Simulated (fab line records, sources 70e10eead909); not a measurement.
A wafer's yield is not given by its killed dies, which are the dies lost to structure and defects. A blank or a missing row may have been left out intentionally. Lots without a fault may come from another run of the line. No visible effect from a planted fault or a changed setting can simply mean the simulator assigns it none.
fab line records + flow nand-harc
[record]
- lots = 12
- wafers = 35
- last-day = 24
route steps=1159 shown P_ZERO_WELL@9 P_STI@100 END@1159
lots that met no fault: taken from a fault-free run of the same line
start-h: start of the lot's first displayed wafer, in hours after the record's first day + wait-h: hours elapsed since this lot's preceding step + " unchanged from the row above + L1.1+2: a single row standing in for several wafers + - no value, or no start given + * or withheld: withheld + < > ~ a bound
route shown NAME@n: a module of which the file shows steps, and the number in the route of the first + usual: mean and standard deviation over wafers with no fault + same: alike in all rows + chamber/n: place in a boat + sites: readings site by site + _std_site: their standard deviation + _edge_site: outer sites' mean less inner sites' + radius-mm: how far each site lies from the wafer's centre + mask NAME#n: copy n + behind: tool/chamber where the wafer was last shaped + hold: why the lot went on hold/how many hours it stayed there/how the hold came to an end + device: which transistor (n, p or np) failed to switch + end of line: the same wafers' tests at the end of the route + for a step that has no rows: nothing shown but its recipe + killed: dies lost to structure and defects at the first sort, not the wafer's yield + map: a wafer's dies, marking killed ones x, the rest . and places with no die _
set.NAME: the run value of the setting; set.NAME@STEP: its run value at that earlier step + model.NAME: the simulator's own value behind a step, which no gauge read
steps of the route over a sample of lots; a table a step, a row a wafer
services: when a tool's chamber went out of use (start-h, in hours from the record's first day, below 0 if earlier), for how many hours, and the reason
[[steps]]
[step NHARC_P_ZERO_WELL_SOFTBAKE_06]
[recipe]
- temp-c = 125
- time-s = 70
[usual]
- chill-plate-temp-C = 23.00/0.11
- heater-power-total-W = 200.8/1.3
| lot.wafer | tool           | chamber | start-h | wait-h | chill-plate-temp-C | heater-power-total-W |
|-----------|----------------|---------|---------|--------|--------------------|----------------------|
| L436.1    | litho-track-02 | 0       | 12      | -      | 22.99              | 198.9                |
| L436.3    | "              | 0       | "       | "      | 23.09              | 199.8                |
| L436.5    | "              | 0       | "       | "      | 23.14              | 200.9                |
| L437.1    | litho-track-05 | 0       | 18      | -      | 22.97              | 200.5                |
| L437.2    | "              | 0       | "       | "      | 22.99              | 199.4                |
| L437.3    | "              | 0       | "       | "      | 22.98              | 202.6                |
| L440.1    | litho-track-02 | 0       | 36      | -      | 22.74              | 202.6                |
| L440.4    | "              | 0       | "       | "      | 22.90              | 201.3                |
| L440.6    | "              | 0       | "       | "      | 22.93              | 202.2                |
| L441.3    | litho-track-05 | 0       | 42      | -      | 23.04              | 199.2                |
| L441.4    | "              | 0       | "       | "      | 22.97              | 199.8                |
| L441.6    | "              | 0       | "       | "      | 23.02              | 202.4                |
| L442.1    | litho-track-02 | 0       | 48      | -      | 23.14              | 202.1                |
| L442.4    | "              | 0       | "       | "      | 23.02              | 202.6                |
| L442.5    | "              | 0       | "       | "      | 23.22              | 199.4                |
| L443.1    | litho-track-03 | 0       | 54      | -      | 23.10              | 201.5                |
| L443.2    | "              | 0       | "       | "      | 22.95              | 202.5                |
| L443.4    | "              | 0       | "       | "      | 22.88              | 202.4                |
| L445.4    | litho-track-02 | 0       | 66      | -      | 22.98              | 200.6                |
| L445.5    | "              | 0       | "       | "      | 22.95              | 201.6                |
| L445.6    | "              | 0       | "       | "      | 23.04              | 199.5                |
| L453.2    | litho-track-03 | 0       | 114     | -      | 22.90              | 226.0                |
| L453.4    | "              | 0       | "       | "      | 22.79              | 200.9                |
| L453.5    | "              | 0       | "       | "      | 22.89              | 199.3                |
| L454.5    | litho-track-03 | 0       | 120     | -      | 23.21              | 200.0                |
| L454.6    | "              | 0       | "       | "      | 22.76              | 225.5                |
| L455.1    | litho-track-02 | 0       | 126     | -      | 23.05              | 200.4                |
| L455.2    | "              | 0       | "       | "      | 22.96              | 201.2                |
| L455.3    | "              | 0       | "       | "      | 23.09              | 199.0                |
| L456.1    | litho-track-02 | 0       | 132     | -      | 23.01              | 199.5                |
| L456.2    | "              | 0       | "       | "      | 22.96              | 200.7                |
| L456.3    | "              | 0       | "       | "      | 22.92              | 199.1                |
| L457.3    | litho-track-02 | 0       | 138     | -      | 22.93              | 198.9                |
| L457.4    | "              | 0       | "       | "      | 23.03              | 199.1                |
| L457.6    | "              | 0       | "       | "      | 23.00              | 202.5                |
[step NHARC_P_ZERO_WELL_ETCH_63]
[recipe]
- target-depth-a = 1200
- time-s = 40.1
- hbr-flow-sccm = 150
- cl2-flow-sccm = 50
- rf-w = 400
- icp-w = 400
- bias-w = 100
- chemistry = HBr/Cl2
[usual]
- bias-w = 99.96/0.3
- drypump-motor-current-A = 5.8/0.48
- hbr-flow-sccm = 150.0/0.46
- oes-product-au = 0.995/0.012
- throttle-valve-pct = 26.406/0.0089
| lot.wafer | tool      | chamber | start-h | wait-h | bias-w | drypump-motor-current-A | hbr-flow-sccm | oes-product-au | rf-hours-counter-h | throttle-valve-pct |
|-----------|-----------|---------|---------|--------|--------|-------------------------|---------------|----------------|--------------------|--------------------|
| L436.3    | rie-si-02 | 3       | 13.65   | -      | 100.12 | 5.0                     | 149.5         | 1.005          | 0.9                | 26.398             |
| L436.1    | "         | 1       | "       | "      | 99.65  | 5.2                     | 149.8         | 1.013          | 1.1                | 26.408             |
| L436.5    | "         | 3       | "       | "      | 100.45 | 5.0                     | 150.4         | 1.008          | -                  | 26.402             |
| L437.3    | rie-si-06 | 1       | 19.84   | -      | 99.73  | 5.2                     | 149.8         | 0.980          | 0.1                | 26.394             |
| L437.2    | "         | 2       | "       | "      | 99.94  | 6.2                     | 149.0         | 0.994          | 0.0                | 26.410             |
| L437.1    | "         | 0       | "       | "      | 99.68  | 6.0                     | 148.8         | 0.990          | 0.1                | 26.407             |
| L440.4    | rie-si-06 | 1       | 37.67   | -      | 99.44  | 5.2                     | 149.6         | 0.978          | 0.3                | 26.394             |
| L440.1    | "         | 2       | "       | "      | 100.02 | 6.2                     | 149.9         | 1.000          | 0.2                | 26.418             |
| L440.6    | "         | 2       | "       | "      | 99.99  | 6.2                     | 150.2         | 1.003          | -                  | 26.398             |
| L441.3    | rie-si-03 | 0       | 43.65   | -      | 99.93  | 6.2                     | 150.3         | 1.002          | 0.6                | 26.392             |
| L441.4    | "         | 2       | "       | "      | 99.76  | 5.8                     | 149.5         | 0.980          | 0.6                | 26.422             |
| L441.6    | "         | 1       | "       | "      | 99.59  | 6.0                     | 150.4         | 1.009          | -                  | 26.416             |
| L442.1    | rie-si-02 | 0       | 49.53   | -      | 99.88  | 4.9                     | 149.9         | 0.999          | 0.0                | 26.409             |
| L442.4    | "         | 3       | "       | "      | 100.22 | 5.1                     | 150.0         | 0.981          | 0.1                | 26.420             |
| L442.5    | "         | 0       | "       | "      | 100.15 | 4.9                     | 150.1         | 0.996          | -                  | 26.419             |
| L443.2    | rie-si-06 | 2       | 55.69   | -      | 100.15 | 6.2                     | 149.7         | 0.995          | 0.4                | 26.414             |
| L443.1    | "         | 3       | "       | "      | 99.93  | 6.1                     | 151.1         | 1.001          | 0.4                | 26.425             |
| L443.4    | "         | 1       | "       | "      | 99.79  | 5.2                     | 149.7         | 0.985          | 0.5                | 26.404             |
| L445.4    | rie-si-02 | 1       | 67.71   | -      | 99.63  | 5.2                     | 149.8         | 1.007          | 0.2                | 26.422             |
| L445.5    | "         | 3       | "       | "      | 100.43 | 5.1                     | 149.9         | 0.988          | -                  | 26.405             |
| L445.6    | "         | 0       | "       | "      | 99.98  | 4.9                     | 150.9         | 1.002          | -                  | 26.404             |
| L453.4    | rie-si-06 | 2       | 115.53  | -      | 100.01 | 6.2                     | 149.9         | 1.006          | 0.9                | 26.400             |
| L453.2    | "         | 1       | "       | "      | 99.67  | 5.2                     | 150.1         | 0.977          | 1.0                | 26.386             |
| L453.5    | "         | 2       | "       | "      | 99.62  | 6.2                     | 149.3         | 1.004          | -                  | 26.414             |
| L454.6    | rie-si-06 | 3       | 121.58  | -      | 99.13  | 6.1                     | 149.4         | 0.997          | -                  | 26.410             |
| L454.5    | "         | 0       | "       | "      | 99.61  | 5.9                     | 150.5         | 0.993          | -                  | 26.400             |
| L455.3    | rie-si-02 | 2       | 127.53  | -      | 99.54  | 5.2                     | 149.7         | 1.009          | 0.9                | 26.393             |
| L455.2    | "         | 3       | "       | "      | 100.34 | 5.0                     | 150.4         | 0.990          | 0.9                | 26.413             |
| L455.1    | "         | 1       | "       | "      | 100.47 | 5.2                     | 150.5         | 1.002          | 0.8                | 26.397             |
| L456.1    | rie-si-03 | 3       | 133.65  | -      | 100.15 | 6.2                     | 150.5         | 0.995          | 1.4                | 26.410             |
| L456.2    | "         | 1       | "       | "      | 100.29 | 6.0                     | 150.0         | 1.005          | 1.4                | 26.404             |
| L456.3    | "         | 2       | "       | "      | 100.01 | 5.8                     | 150.3         | 0.995          | 1.5                | 26.404             |
| L457.3    | rie-si-06 | 0       | 139.52  | -      | 99.77  | 5.9                     | 150.7         | 0.977          | 1.3                | 26.418             |
| L457.4    | "         | 3       | "       | "      | 99.93  | 6.1                     | 149.5         | 0.990          | 1.3                | 26.395             |
| L457.6    | "         | 0       | "       | "      | 99.85  | 5.9                     | 150.2         | 0.986          | -                  | 26.403             |
[step NHARC_P_ZERO_WELL_DESCUM_54]
[recipe]
- time-s = 3
- o2-flow-sccm = 200
- ar-flow-sccm = 0
- bias-power-w = 0
- chemistry = O2
[usual]
- drypump-motor-current-A = 5.7/0.46
- oes-product-au = 1.001/0.014
- rf-vpp-V = 58.1/0.82
- showerhead-plenum-p-Torr = 1.97/0.083
- throttle-valve-pct = 11.312/0.0089
| lot.wafer | tool        | chamber | start-h | wait-h | drypump-motor-current-A | oes-product-au | rf-hours-counter-h | rf-vpp-V | showerhead-plenum-p-Torr | throttle-valve-pct |
|-----------|-------------|---------|---------|--------|-------------------------|----------------|--------------------|----------|--------------------------|--------------------|
| L436.1    | rie-diel-07 | 0       | 17.96   | -      | 5.2                     | 1.024          | 6                  | 58.2     | 1.81                     | 11.306             |
| L436.3    | "           | 2       | "       | "      | 5.0                     | 0.995          | 8                  | 58.1     | 2.05                     | 11.309             |
| L436.5    | "           | 0       | "       | "      | 5.2                     | 1.025          | -                  | 59.3     | 1.81                     | 11.313             |
| L437.2    | rie-diel-11 | 2       | 24.08   | -      | 5.8                     | 1.003          | 0                  | 58.5     | 1.95                     | 11.319             |
| L437.1    | "           | 0       | "       | "      | 5.6                     | 0.995          | 0                  | 58.6     | 1.85                     | 11.326             |
| L437.3    | "           | 1       | "       | "      | 6.0                     | 0.954          | 0                  | 58.2     | 1.97                     | 11.313             |
| L440.1    | rie-diel-07 | 2       | 42.10   | -      | 4.9                     | 1.010          | 9                  | 57.5     | 2.05                     | 11.300             |
| L440.4    | "           | 3       | "       | "      | 6.4                     | 1.001          | 9                  | 58.5     | 2.04                     | 11.315             |
| L440.6    | "           | 1       | "       | "      | 5.6                     | 1.020          | -                  | 58.1     | 2.04                     | 11.301             |
| L441.4    | rie-diel-07 | 0       | 47.80   | -      | 5.2                     | 1.039          | 9                  | 56.3     | 1.81                     | 11.313             |
| L441.3    | "           | 3       | "       | "      | 6.5                     | 1.001          | 10                 | 56.9     | 2.04                     | 11.323             |
| L441.6    | "           | 0       | "       | "      | 5.2                     | 1.028          | -                  | 57.5     | 1.81                     | 11.311             |
| L442.1    | rie-diel-08 | 3       | 53.71   | -      | 6.5                     | 0.999          | 7                  | 58.0     | 2.01                     | 11.296             |
| L442.4    | "           | 0       | "       | "      | 5.7                     | 0.994          | 7                  | 59.4     | 2.04                     | 11.316             |
| L442.5    | "           | 2       | "       | "      | 5.5                     | 1.010          | -                  | 57.6     | 2.00                     | 11.304             |
| L443.4    | rie-diel-08 | 2       | 59.98   | -      | 5.5                     | 1.009          | 7                  | 57.1     | 2.00                     | 11.316             |
| L443.2    | "           | 3       | "       | "      | 6.4                     | 0.992          | 7                  | 58.1     | 2.01                     | 11.297             |
| L443.1    | "           | 0       | "       | "      | 5.7                     | 1.002          | 7                  | 57.9     | 2.03                     | 11.328             |
| L445.4    | rie-diel-08 | 1       | 71.85   | -      | 6.2                     | 0.995          | 7                  | 57.1     | 1.85                     | 11.300             |
| L445.6    | "           | 3       | "       | "      | 6.5                     | 0.998          | -                  | 58.9     | 2.01                     | 11.310             |
| L445.5    | "           | 0       | "       | "      | 5.7                     | 0.999          | -                  | 58.1     | 2.03                     | 11.319             |
| L453.4    | rie-diel-07 | 3       | 119.81  | -      | 6.5                     | 0.976          | 7                  | 57.8     | 2.03                     | 11.306             |
| L453.2    | "           | 1       | "       | "      | 5.6                     | 0.997          | 5                  | 58.8     | 2.04                     | 11.313             |
| L453.5    | "           | 3       | "       | "      | 6.5                     | 0.995          | -                  | 57.7     | 2.03                     | 11.319             |
| L454.6    | rie-diel-11 | 0       | 125.82  | -      | 5.6                     | 0.984          | -                  | 59.2     | 1.85                     | 11.325             |
| L454.5    | "           | 1       | "       | "      | 6.0                     | 0.984          | -                  | 58.5     | 1.97                     | 11.319             |
| L455.3    | rie-diel-11 | 3       | 131.52  | -      | 5.8                     | 1.002          | 10                 | 57.9     | 1.98                     | 11.298             |
| L455.1    | "           | 0       | "       | "      | 5.6                     | 0.991          | 9                  | 58.0     | 1.85                     | 11.319             |
| L455.2    | "           | 2       | "       | "      | 5.8                     | 1.004          | 10                 | 57.8     | 1.95                     | 11.313             |
| L456.2    | rie-diel-08 | 2       | 138.06  | -      | 5.5                     | 0.988          | 0                  | 58.9     | 2.00                     | 11.305             |
| L456.1    | "           | 3       | "       | "      | 6.4                     | 0.996          | 0                  | 58.2     | 2.01                     | 11.305             |
| L456.3    | "           | 1       | "       | "      | 6.2                     | 1.005          | 0                  | 58.1     | 1.85                     | 11.310             |
| L457.4    | rie-diel-07 | 1       | 144.01  | -      | 5.5                     | 1.006          | 7                  | 57.8     | 2.04                     | 11.312             |
| L457.3    | "           | 0       | "       | "      | 5.2                     | 1.027          | 8                  | 57.7     | 1.81                     | 11.313             |
| L457.6    | "           | 2       | "       | "      | 4.9                     | 1.017          | -                  | 59.2     | 2.05                     | 11.310             |
[step NHARC_P_STI_CMP_21]
[recipe]
- t-overpolish-s = 20
- target-thk-nm = 380.67
[usual]
- motor-current-A = 12.2/1.1
- overpolish-run-s = 20.001/0.0081
- slurry-filter-dp-kPa = 13.49/0.15
| lot.wafer | tool   | chamber | start-h | wait-h | motor-current-A | overpolish-run-s | slurry-filter-dp-kPa |
|-----------|--------|---------|---------|--------|-----------------|------------------|----------------------|
| L436.3    | cmp-01 | 1       | 52.10   | 0.4    | 12.4            | 19.989           | 13.31                |
| L436.1    | "      | 2       | "       | "      | 13.9            | 20.000           | 13.43                |
| L436.5    | "      | 2       | "       | "      | 15.1            | 19.994           | 13.43                |
| L437.2    | cmp-02 | 0       | 61.28   | 0.4    | 10.5            | 20.002           | 13.58                |
| L437.1    | "      | 1       | "       | "      | 12.9            | 20.005           | 13.49                |
| L437.3    | "      | 3       | "       | "      | 12.2            | 20.008           | 13.32                |
| L440.1    | cmp-01 | 1       | 79.84   | 0.4    | 12.2            | 20.007           | 13.54                |
| L440.4    | "      | 3       | "       | "      | 11.6            | 20.003           | 13.46                |
| L440.6    | "      | 1       | "       | "      | 12.1            | 20.001           | 13.43                |
| L441.4    | cmp-01 | 1       | 89.80   | 0.4    | 12.6            | 20.002           | 13.36                |
| L441.3    | "      | 3       | "       | "      | 11.9            | 20.000           | 13.56                |
| L441.6    | "      | 1       | "       | "      | 12.3            | 19.995           | 13.63                |
| L442.4    | cmp-02 | 1       | 89.83   | 0.4    | 12.6            | 20.000           | 13.58                |
| L442.1    | "      | 2       | "       | "      | 10.8            | 20.001           | 13.27                |
| L442.5    | "      | 0       | "       | "      | 11.2            | 20.011           | 13.38                |
| L443.4    | cmp-03 | 3       | 98.65   | 0.4    | 11.6            | 19.997           | 13.50                |
| L443.1    | "      | 1       | "       | "      | 11.9            | 19.996           | 13.61                |
| L443.2    | "      | 2       | "       | "      | 13.4            | 19.991           | 13.58                |
| L445.4    | cmp-03 | 0       | 113.90  | 0.4    | 11.7            | 19.992           | 13.55                |
| L445.5    | "      | 1       | "       | "      | 12.9            | 19.997           | 13.51                |
| L445.6    | "      | 2       | "       | "      | 13.2            | 20.001           | 13.52                |
| L453.4    | cmp-03 | 2       | 154.70  | 0.4    | 14.6            | 19.990           | 13.35                |
| L453.2    | "      | 0       | "       | "      | 11.3            | 20.005           | 13.45                |
| L453.5    | "      | 3       | "       | "      | 11.0            | 20.006           | 13.43                |
| L454.5    | cmp-03 | 2       | 162.86  | 0.5    | 13.6            | 20.006           | 13.51                |
| L454.6    | "      | 3       | "       | "      | 11.6            | 20.002           | 13.65                |
| L455.2    | cmp-01 | 1       | 170.26  | 0.4    | 11.5            | 19.992           | 13.67                |
| L455.3    | "      | 2       | "       | "      | 14.6            | 20.013           | 13.34                |
| L455.1    | "      | 0       | "       | "      | 11.5            | 19.982           | 13.07                |
| L456.2    | cmp-01 | 1       | 177.91  | 0.4    | 12.3            | 20.003           | 13.28                |
| L456.1    | "      | 3       | "       | "      | 11.6            | 19.994           | 13.17                |
| L456.3    | "      | 0       | "       | "      | 11.5            | 19.993           | 13.60                |
| L457.4    | cmp-01 | 3       | 184.27  | 0.4    | 11.3            | 20.015           | 13.43                |
| L457.3    | "      | 0       | "       | "      | 12.0            | 20.009           | 13.46                |
| L457.6    | "      | 3       | "       | "      | 10.7            | 19.997           | 13.66                |
[step NHARC_END_SORT_01]
[recipe]
- temp-c = 25
[usual]
- killed-at-array = 28/11
- killed-at-other = 0.5/0.87
- killed-at-periphery = 2.9/2.2
- killed-dies = 32/11
- killed-open = 3.2/1.9
- killed-short = 1.8/1.4
[same]
- gross-dies = 677
| lot.wafer | tool      | chamber | start-h | wait-h | killed-at-array | killed-at-other | killed-at-periphery | killed-dies | killed-open | killed-short |
|-----------|-----------|---------|---------|--------|-----------------|-----------------|---------------------|-------------|-------------|--------------|
| L436.1    | prober-02 | 0       | 429.60  | 2.5    | 25              | 0               | 4                   | 29          | 7           | 1            |
| L436.3    | prober-02 | 0       | 431.21  | 3.1    | 28              | 2               | 0                   | 30          | 1           | 0            |
| L436.5    | prober-02 | 0       | 432.81  | 3.7    | 26              | 1               | 1                   | 28          | 2           | 2            |
| L443.1    | prober-01 | 0       | 492.94  | 2.4    | 36              | 1               | 3                   | 40          | 2           | 0            |
| L443.2    | prober-01 | 0       | 493.74  | 2.7    | 28              | 0               | 0                   | 28          | 2           | 2            |
| L443.4    | prober-01 | 0       | 495.33  | 3.4    | 33              | 0               | 2                   | 35          | 2           | 1            |
| L445.4    | prober-01 | 0       | 510.89  | 3.4    | 27              | 0               | 9                   | 36          | 4           | 0            |
| L445.5    | prober-01 | 0       | 511.67  | 3.6    | 20              | 0               | 11                  | 31          | 6           | 0            |
| L445.6    | prober-01 | 0       | 512.46  | 3.9    | 20              | 0               | 2                   | 22          | 2           | 1            |
| L454.5    | prober-01 | 0       | 546.18  | 3.7    | 22              | 0               | 3                   | 25          | 0           | 2            |
| L454.6    | prober-01 | 0       | 546.98  | 4.0    | 12              | 2               | 2                   | 16          | 0           | 1            |
| L456.1    | prober-02 | 0       | 550.92  | 2.5    | 29              | 0               | 2                   | 31          | 1           | 1            |
| L456.2    | prober-02 | 0       | 551.72  | 2.8    | 18              | 0               | 7                   | 25          | 0           | 2            |
| L456.3    | prober-02 | 0       | 552.52  | 3.1    | 19              | 0               | 13                  | 32          | 4           | 1            |
| L453.2    | prober-01 | 0       | 559.38  | 2.8    | 26              | 0               | 6                   | 32          | 2           | 3            |
| L453.4    | prober-01 | 0       | 560.96  | 3.4    | 28              | 0               | 2                   | 30          | 4           | 2            |
| L453.5    | prober-01 | 0       | 561.76  | 3.7    | 30              | 0               | 3                   | 33          | 5           | 1            |
// killed by level:class
L436.1 A_SLIT:chamber-film-flake=16 P_M0:geometric-particle:open=3 A_CONTACT:geometric-particle:open=2 A_CONTACT:chamber-film-flake=2 P_GATE:geometric-particle:short=1 A_CHANNEL_FILL_D1:geometric-particle:open=1 A_SGD_CUT:geometric-particle:open=1 A_ZERO_WELL:chamber-film-flake=1
L436.3 A_SLIT:chamber-film-flake=20 A_CHANNEL_HOLE_D1:chamber-film-flake=3 A_CONTACT:chamber-film-flake=2 THIN_TSV:chamber-film-flake=2 A_SOURCE_PLATE:geometric-particle:open=1 A_ZERO_WELL:chamber-film-flake=1 A_WL_FILL:chamber-film-flake=1
L436.5 A_SLIT:chamber-film-flake=18 A_CONTACT:chamber-film-flake=3 A_WL_FILL:geometric-particle:short=2 A_CHANNEL_HOLE_D1:chamber-film-flake=2 P_M1:geometric-particle:open=1 A_WL_FILL:geometric-particle:open=1 THIN_TSV:chamber-film-flake=1
L443.1 A_SLIT:chamber-film-flake=16 A_CHANNEL_HOLE_D1:chamber-film-flake=15 A_CONTACT:chamber-film-flake=3 P_STI:geometric-particle:open=1 STARTING-WAFER:geometric-particle:open=1 P_ZERO_WELL:chamber-film-flake=1 P_GATE:chamber-film-flake=1 A_ZERO_WELL:chamber-film-flake=1
L443.2 A_CHANNEL_HOLE_D1:chamber-film-flake=11 A_SLIT:chamber-film-flake=8 A_CONTACT:chamber-film-flake=3 A_ONON_D1:geometric-particle:short=1 A_CHANNEL_HOLE_D1:geometric-particle:open=1 A_CHANNEL_FILL_D1:geometric-particle:short=1 A_M1:geometric-particle:open=1 A_ZERO_WELL:chamber-film-flake=1
L443.4 A_SLIT:chamber-film-flake=15 A_CHANNEL_HOLE_D1:chamber-film-flake=13 P_ZERO_WELL:chamber-film-flake=2 A_WL_FILL:geometric-particle:short=1 A_CONTACT:geometric-particle:open=1 A_BLC:geometric-particle:open=1 A_STAIRCASE:chamber-film-flake=1 A_CONTACT:chamber-film-flake=1
L445.4 A_SLIT:chamber-film-flake=12 A_STAIRCASE:chamber-film-flake=8 P_M2:chamber-film-flake=7 A_CHANNEL_FILL_D1:geometric-particle:open=2 A_CHANNEL_HOLE_D1:chamber-film-flake=2 A_CONTACT:chamber-film-flake=2 P_M0:geometric-particle:open=1 A_CONTACT:geometric-particle:open=1
L445.5 A_SLIT:chamber-film-flake=8 A_CHANNEL_HOLE_D1:chamber-film-flake=6 P_M2:chamber-film-flake=4 P_M0:geometric-particle:open=3 P_STI:chamber-film-flake=2 P_CONTACT:geometric-particle:open=1 A_CHANNEL_FILL_D1:geometric-particle:open=1 A_CONTACT:geometric-particle:open=1
L445.6 A_SLIT:chamber-film-flake=8 A_STAIRCASE:chamber-film-flake=5 A_ONON_D1:geometric-particle:short=1 A_CONTACT:geometric-particle:open=1 A_M0:geometric-particle:open=1 P_STI:chamber-film-flake=1 P_M2:chamber-film-flake=1 A_ZERO_WELL:chamber-film-flake=1
L454.5 A_CHANNEL_HOLE_D1:chamber-film-flake=15 A_CONTACT:chamber-film-flake=3 P_CONTACT:geometric-particle:short=1 A_BLC:geometric-particle:short=1 P_STI:chamber-film-flake=1 P_GATE:chamber-film-flake=1 A_CHANNEL_FILL_D1:chamber-film-flake=1 A_STAIRCASE:chamber-film-flake=1
L454.6 A_CHANNEL_HOLE_D1:chamber-film-flake=6 A_CHANNEL_FILL_D1:chamber-film-flake=2 A_CONTACT:chamber-film-flake=2 THIN_TSV:chamber-film-flake=2 P_GATE:geometric-particle:short=1 P_GATE:chamber-film-flake=1 A_ZERO_WELL:chamber-film-flake=1 A_SLIT:chamber-film-flake=1
L456.1 A_CHANNEL_HOLE_D1:chamber-film-flake=8 A_CONTACT:chamber-film-flake=8 A_WL_FILL:chamber-film-flake=4 A_CHANNEL_FILL_D1:chamber-film-flake=2 A_STAIRCASE:chamber-film-flake=2 A_SGD_CUT:chamber-film-flake=2 A_CHANNEL_FILL_D1:geometric-particle:open=1 A_WL_FILL:geometric-particle:short=1
L456.2 A_CHANNEL_HOLE_D1:chamber-film-flake=6 A_CONTACT:chamber-film-flake=5 P_GATE:chamber-film-flake=3 A_STAIRCASE:chamber-film-flake=3 P_STI:chamber-film-flake=2 P_GATE:geometric-particle:short=1 A_WL_FILL:geometric-particle:short=1 P_ZERO_WELL:chamber-film-flake=1
L456.3 A_CHANNEL_HOLE_D1:chamber-film-flake=7 P_ZERO_WELL:chamber-film-flake=5 P_STI:chamber-film-flake=3 A_STAIRCASE:chamber-film-flake=3 A_WL_FILL:chamber-film-flake=3 A_CONTACT:chamber-film-flake=3 P_M0:geometric-particle:open=2 P_GATE:chamber-film-flake=2
L453.2 A_CHANNEL_HOLE_D1:chamber-film-flake=12 A_SLIT:chamber-film-flake=8 A_STAIRCASE:chamber-film-flake=4 P_GATE:chamber-film-flake=3 P_CONTACT:geometric-particle:open=1 P_CONTACT:geometric-particle:short=1 P_M0:geometric-particle:open=1 A_SOURCE_PLATE:geometric-particle:short=1
L453.4 A_SLIT:chamber-film-flake=16 A_CHANNEL_HOLE_D1:chamber-film-flake=6 A_ONON_D1:geometric-particle:open=2 P_CONTACT:geometric-particle:short=1 P_CONTACT:geometric-particle:open=1 A_ONON_D1:geometric-particle:short=1 A_CONTACT:geometric-particle:open=1 A_STAIRCASE:chamber-film-flake=1
L453.5 A_SLIT:chamber-film-flake=16 A_CONTACT:chamber-film-flake=4 A_STAIRCASE:chamber-film-flake=3 A_CONTACT:geometric-particle:open=2 A_M0:geometric-particle:open=2 A_CHANNEL_HOLE_D1:chamber-film-flake=2 P_M1:geometric-particle:open=1 A_CONTACT:geometric-particle:short=1
[[services]]
| tool           | chamber | start-h | hours | kind   |
|----------------|---------|---------|-------|--------|
| litho-track-02 | -       | -10.00  | 7.0   | pm     |
| cmp-03         | -       | 1.14    | 1.3   | repair |
| cmp-01         | -       | 2.56    | 0.8   | repair |
| rie-si-06      | -       | 6.00    | 9.0   | pm     |
| cmp-01         | -       | 16.54   | 0.9   | repair |
| cmp-03         | -       | 27.64   | 11.6  | repair |
| rie-si-02      | -       | 34.00   | 9.0   | pm     |
| rie-diel-07    | -       | 51.33   | 9.0   | pm     |
| cmp-03         | -       | 58.67   | 4.0   | pm     |
| rie-diel-07    | 2       | 60.78   | 8.5   | repair |
| rie-si-06      | 2       | 62.60   | 7.8   | repair |
| rie-diel-08    | -       | 78.83   | 0.8   | repair |
| cmp-01         | -       | 81.50   | 4.0   | pm     |
| rie-diel-08    | 0       | 94.04   | 132.0 | repair |
| rie-diel-07    | -       | 101.47  | 1.5   | repair |
| cmp-03         | -       | 122.38  | 1.2   | repair |
| rie-diel-08    | -       | 124.88  | 9.0   | pm     |
| cmp-01         | -       | 135.54  | 1.1   | repair |
| rie-diel-08    | 1       | 141.25  | 6.0   | repair |
| rie-diel-07    | 0       | 148.06  | 1.9   | repair |
| rie-si-06      | 3       | 158.56  | 8.5   | repair |
| litho-track-02 | -       | 165.00  | 7.0   | pm     |
| cmp-01         | -       | 179.50  | 4.0   | pm     |
| rie-si-06      | -       | 183.00  | 9.0   | pm     |
[[key]]
[first-sign]
- step = NHARC_P_ZERO_WELL_SOFTBAKE_06
- reading = heater-power-total-W
- direction = up
- sigmas = 19
- usual = *
- struck = *
effect none on later readings
met-at NHARC_P_ZERO_WELL_SOFTBAKE_06
struck-lots L453,L454
struck-wafers L453.2,L454.6
tester-left-out L453,L454
not-acting-at NHARC_P_ZERO_WELL_ETCH_63,NHARC_P_ZERO_WELL_DESCUM_54,NHARC_P_STI_CMP_21
onset-between 54 114
[fault]
- kind = process-parameter-drift
- tool = litho-track-03
- chamber = -
- onset-h = 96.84
- steps = NHARC_P_ZERO_WELL_SOFTBAKE_06
- channel = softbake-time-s
- offset = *
- shape = step
- end-h = 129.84
- scope = struck-wafers-only
- acts-in = *
- stated = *
// tester-left-out: of these lots the tester's yield and bins aren't shown, on N5 and GAA mostly nor the transistor test; their killed dies are dies lost to structure and defects alone, not to doping, threshold or leakage, so they don't give the yield
